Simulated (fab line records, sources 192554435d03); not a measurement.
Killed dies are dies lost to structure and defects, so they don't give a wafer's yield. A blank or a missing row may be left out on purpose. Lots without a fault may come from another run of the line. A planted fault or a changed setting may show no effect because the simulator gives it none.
Chamber matching | flow n5_finfet | N5_BEOL_M1_ETCH_69 on rie_diel-02: 4 sister chambers
The step etches SiARC in CF4, target depth 15.6 nm, time 26 s. 16 wafers are shown with their chamber, then 8 later ones without.

WAFERS WITH THEIR CHAMBER
wafer  | chamber | throttle_valve_pct (%) | etch_rf_on_time_s (s) | oes_product_au (a.u.)
L085.1 | 1       | 15.39                  | 24.8                  | 0.74
L085.2 | 0       | 15.41                  | 26.8                  | 0.68
L085.4 | 2       | 15.71                  | 24.4                  | 0.66
L086.2 | 0       | 15.43                  | 27.0                  | 0.67
L086.4 | 1       | 15.38                  | 24.9                  | 0.73
L086.6 | 2       | 15.72                  | 24.3                  | 0.66
L088.1 | 3       | 15.76                  | 27.7                  | 0.61
L088.2 | 0       | 15.45                  | 26.7                  | 0.67
L088.6 | 1       | 15.40                  | 24.6                  | 0.74
L090.1 | 3       | 15.77                  | 27.9                  | 0.60
L090.3 | 1       | 15.42                  | 24.8                  | 0.72
L090.5 | 0       | 15.42                  | 26.9                  | 0.68
L091.1 | 2       | 15.72                  | 24.1                  | 0.66
L091.4 | 3       | 15.77                  | 27.6                  | 0.62
L091.5 | 3       | 15.77                  | 27.5                  | 0.61
L094.4 | 3       | 15.79                  | 27.6                  | 0.61

SIGNATURES (means of the wafers above)
reading            | chamber 0 | chamber 1 | chamber 2 | chamber 3 | scatter within a chamber
throttle_valve_pct | 15.4275   | 15.3975   | 15.7167   | 15.7720   | 0.0138
etch_rf_on_time_s  | 26.850    | 24.775    | 24.267    | 27.660    | 0.14
oes_product_au     | 0.6750    | 0.7325    | 0.6600    | 0.6100    | 0.00692
Rule: a wafer's distance from a chamber is the root of the sum, over the readings, of the square of ((its reading less the chamber's mean) divided by the reading's scatter). The wafer belongs to the nearest chamber; if the next one is less than 2 further off, it can't be placed. The scatter: the root of (the sum of the squares of (reading less its chamber's mean) over the shown wafers, divided by (wafers less chambers)).

WAFERS WITHOUT THEIR CHAMBER
wafer  | throttle_valve_pct (%) | etch_rf_on_time_s (s) | oes_product_au (a.u.)
L094.5 | 15.77                  | 27.8                  | 0.60
L094.6 | 15.44                  | 26.6                  | 0.68
L095.2 | 15.76                  | 24.1                  | 0.65
L095.4 | 15.78                  | 27.5                  | 0.60
L095.5 | 15.75                  | 24.2                  | 0.65
L097.1 | 15.44                  | 24.7                  | 0.71
L097.4 | 15.80                  | 27.4                  | 0.61
L097.6 | 15.80                  | 27.7                  | 0.60

WHICH CHAMBER EACH WENT THROUGH
wafer  | from the rows above | in truth
L094.5 | 3                   | 3
L094.6 | 0                   | 0
L095.2 | 2                   | 2
L095.4 | 3                   | 3
L095.5 | 2                   | 2
L097.1 | 1                   | 1
L097.4 | 3                   | 3
L097.6 | 3                   | 3
Placed correctly: 8 of 8. Can't be placed from these rows: 0. Placed wrongly: 0.
